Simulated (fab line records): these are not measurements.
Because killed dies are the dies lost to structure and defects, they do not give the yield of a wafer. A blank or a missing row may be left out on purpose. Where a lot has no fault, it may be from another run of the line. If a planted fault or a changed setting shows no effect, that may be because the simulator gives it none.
Matching of chambers    flow nandHarc    NHARC_A_M1_PRE_CLEAN_32 on pecvd-03: 3 sister chambers
The step time 12 s. 3 wafers are shown with their chamber, then 7 later ones without.

## WAFERS PAIRED WITH THEIR CHAMBERS
wafer   chamber  heaterPowerW (W)
L085.6  2        635
L087.1  1        531
L087.3  0        768

## WAFERS WHOSE CHAMBER IS MISSING
wafer   heaterPowerW (W)
L087.4  527
L090.1  626
L090.3  829
L090.4  616
L096.4  588
L096.5  737
L096.6  610

## EACH ONE'S CHAMBER
wafer    from the rows above       in truth
L087.4   1                         1
L090.1   2                         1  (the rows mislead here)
L090.3   0                         0
L090.4   can't be placed: 2 or 1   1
L096.4   can't be placed: 2 or 1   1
L096.5   0                         0
L096.6   can't be placed: 2 or 1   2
Correct placement for 3 of the 7. Cannot be placed on the basis of these rows: 3; the candidates contain the true chamber in 3. 1 placed wrongly.
How it was worked out, from the rows above alone: a wafer's distance from a chamber is the root of the sum, over the readings, of the square of ((its reading less the chamber's mean) divided by the reading's scatter). If the next closest chamber is less than 2 further off than the closest, the wafer can't be placed; otherwise it belongs to the closest. For every chamber, the mean is computed from those of its wafers that are shown. The scatter: with one shown wafer a chamber, the root of the mean of the squares of how far each hidden wafer lies from its nearest shown one.
